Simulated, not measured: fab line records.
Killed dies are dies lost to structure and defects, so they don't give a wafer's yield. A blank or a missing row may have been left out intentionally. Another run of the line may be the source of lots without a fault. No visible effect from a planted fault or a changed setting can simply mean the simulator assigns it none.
One fault through the eyes of 2 desks ; flow nand_harc ; each desk holds nothing but its own numbers, with what lay behind them at the end

## TOOL OWNER'S DESK, litho_track-01
The tool's own readings at NHARC_A_CHANNEL_HOLE_D2_SOFTBAKE_05 (time 55 s): means of the sampled wafers that have a number, for each lot that ran on this tool. Any lot whose mean is over 4 standard deviations away from the usual mean is out of limits and marked OUT; that distance is given in the brackets.
Columns: A = heater_power_total_W at NHARC_A_CHANNEL_HOLE_D2_SOFTBAKE_05, usual 188.46 W
lot;first seen here;A
L429;day 15 09:00;188.35
L431;day 15 16:00;188.38
L433;day 16 12:00;205.45 (+99 or more) OUT
L435;day 16 23:00;205.65 (+99 or more) OUT
L446;day 21 21:00;188.52
L448;day 23 02:00;188.53
This desk finds L433, L435 out of limits, L433 being first, at day 16 12:00 (heater_power_total_W at NHARC_A_CHANNEL_HOLE_D2_SOFTBAKE_05). L429, L431, L446, L448 stayed within limits.

## THE METROLOGY DESK
What the gauges read, lot by lot, whatever tool the lot ran on: means of the sampled wafers that have a number. Any lot whose mean is over 4 standard deviations away from the usual mean is out of limits and marked OUT; that distance is given in the brackets.
Columns: A = thk_nm at NHARC_A_ONON_D2_THK_MEAS_27, usual 998 nm; B = thk_nm at NHARC_A_ONON_D2_THK_MEAS_34, usual 199 nm
lot;first seen here;A;B
L426;day 13 15:51;1003;198
L428;day 13 23:38;979;197
L427;day 13 23:40;991;197
L430;day 15 05:18;1011;198
L429;day 15 05:19;994;201
L431;day 15 13:26;994;196
L433;day 16 07:07;996;200
L435;day 16 20:32;1004;199
L442;day 19 18:55;993;196
L443;day 20 06:44;1001;200
L444;day 21 00:44;994;198
L445;day 21 07:25;1005;206
L446;day 21 17:41;1007;200
L448;day 22 19:55;1006;202
Finding of this desk: none of the 14 lots has anything out of limits.

## PUT TOGETHER
At day 16 12:00, on L433, L435, the tool owner's desk was in a position to raise an alarm.
At the metrology desk, nothing out of limits was observed.
The metrology desk has L433, L435 on record, within its limits.
Every lot named ran NHARC_A_CHANNEL_HOLE_D2_SOFTBAKE_05 on litho_track-01.

## WHAT THE SIMULATOR HAD PUT IN
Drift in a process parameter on litho_track-01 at NHARC_A_CHANNEL_HOLE_D2_SOFTBAKE_05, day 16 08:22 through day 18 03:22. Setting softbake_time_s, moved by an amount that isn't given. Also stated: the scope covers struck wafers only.
Struck lots among those shown: L433, L435.
Time in hours from fault onset to the first out-of-limits reading at each desk: the tool owner's desk, 4.
